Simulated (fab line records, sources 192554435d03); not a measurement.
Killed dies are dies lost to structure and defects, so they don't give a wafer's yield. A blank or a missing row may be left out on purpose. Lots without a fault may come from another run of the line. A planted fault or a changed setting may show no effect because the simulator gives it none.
A struck lot beside a sound one | flow n5_finfet | 34 steps out of a route of 1938
Sound: wafers L431.2, L431.3, L431.5. Struck: wafer L434.6. (L434.2, L434.5 of the same lot were not struck and are left out.) The cause comes at the end.
At each step with rows: each side's tool, then ch and its chambers, then its first start. Under that, the readings that differ: sound wafers | struck wafers | difference of the means | sigmas: that difference in standard deviations of wafers without a fault.
alike: readings whose means differ by less than 2 such deviations, and words and numbers that are the same on both sides. not compared: withheld readings, readings that some wafer has no value for, bounds like >300 that may hide the same value, and numbers for which the record gives no deviation and whose values overlap.
The two part at a step that has a row with sigmas, a row that says differs or no value, or rows on one side only. Numbers that don't overlap but have no deviation are shown without sigmas and don't part them. A reading that every wafer of one side lacks parts them only if that side has two wafers or more.

first, 11 steps without rows for these wafers: N5_BEOL_M11_HM_STRIP_39 (strips TiN in peroxide tin strip, target depth 25 nm, time 158 s); N5_BEOL_M11_SRD_40 (time 30 s); N5_BEOL_M11_PRECLEAN_42 (cleans in residue remover, time 60 s); N5_BEOL_M11_SRD_43 (time 30 s); N5_BEOL_M11_CURE_72 (cures SiCOH lowk, time 120 s); N5_BEOL_M11_DEGAS_44 (time 60 s); N5_BEOL_M11_PRE_CLEAN_45 (time 30 s); N5_BEOL_M11_ALD_74 (deposits TaN, target thk 2 nm, pulse time 2 s, purge time 3 s); N5_BEOL_M11_SURFACE_TREAT_76; N5_BEOL_M11_CVD_75 (deposits Co from CCTBA/H2, target thk 2 nm, time 138.9 s); N5_BEOL_M11_SPUTTER_48 (material Cu, target thk 12 nm, time 2 s).
N5_BEOL_M11_ECD_50: material Cu, target thk 318 nm.
  sound on ecd_cu-02 ch 0, day 13 22:51; struck on ecd_cu-02 ch 0,1, day 14 07:36
then, 21 steps without rows for these wafers: N5_BEOL_M11_ANNEAL_51 (time 90 s); N5_BEOL_M11_CMP_52 (polishes, stops on SiCOH lowk, t overpolish 7 s, target thk 140 nm); N5_BEOL_M11_PRE_CLEAN_55 (time 15 s); N5_BEOL_M11_DEP_56 (deposits SiCN from 3MS/NH3, target thk 30 nm, time 10.5 s); N5_BEOL_M12_ILD_DEP_00 (deposits SiOC from DEMS/O2, target thk 658.92 nm, time 130.7 s); N5_BEOL_M12_COAT_58 (time 60 s, resist thk 89 nm); N5_BEOL_M12_COAT_04 (resist thk 400 nm); N5_BEOL_M12_EBR_06; N5_BEOL_M12_SOFTBAKE_05 (time 60 s); N5_BEOL_M12_EXPOSE_07 (exposes mask V11); N5_BEOL_M12_PEB_08 (peb time 90 s); N5_BEOL_M12_DEVELOP_09 (develop time 45 s); N5_BEOL_M12_HARDBAKE_14 (time 120 s); N5_BEOL_M12_DESCUM_15 (chemistry O2, time 7.9 s); N5_BEOL_M12_ETCH_59 (etches BARC in N2/H2, target depth 89 nm, overetch 26.7 nm, time 67.9 s); N5_BEOL_M12_VIA_ETCH_16 (etches SiOC in C4F8/O2/Ar, target depth 724.8 nm); N5_BEOL_M12_STRIP_63 (strips in N2/H2); N5_BEOL_M12_STRIP_64 (strips in N2/H2); N5_BEOL_M12_STRIP_71 (strips in post etch residue remover, time 60 s); N5_BEOL_M12_SRD_72 (time 30 s, dry time 30 s); N5_BEOL_M12_COAT_65 (time 60 s, resist thk 300 nm).
N5_PASSIVATION_PROBE_49:
  sound on prober-02, day 15 16:52; struck on prober-02, day 16 06:55
  reading                  | sound          | struck | difference | sigmas
  defect_limited_yield (%) | 90.4 90.1 92.2 | 58.3   | -32.6      | -23
  killed_at_M4_up          | 14 12 8        | 406    | +395       | +74
  killed_dies              | 113 117 92     | 492    | +385       | +23
  killed_on_rim            | 10 18 10       | 61     | +48        | +11
  sort_bin_5_function (%)  | 6.1 5.8 4.3    | 28.0   | +22.6      | +24
  sort_bin_6_memory (%)    | 3.0 3.1 3.0    | 11.2   | +8.2       | +12
  sort_n_pass              | 1067 1063 1088 | 688    | -385       | -23
  sort_yield_pct (%)       | 90.4 90.1 92.2 | 58.3   | -32.6      | -22
  alike: killed_at_M0_to_M3, killed_at_contacts, killed_at_front_end, killed_at_other, killed_open, killed_short

WHERE THEY PART
Only at N5_PASSIVATION_PROBE_49, within this record.

WHY: what the simulator had put in
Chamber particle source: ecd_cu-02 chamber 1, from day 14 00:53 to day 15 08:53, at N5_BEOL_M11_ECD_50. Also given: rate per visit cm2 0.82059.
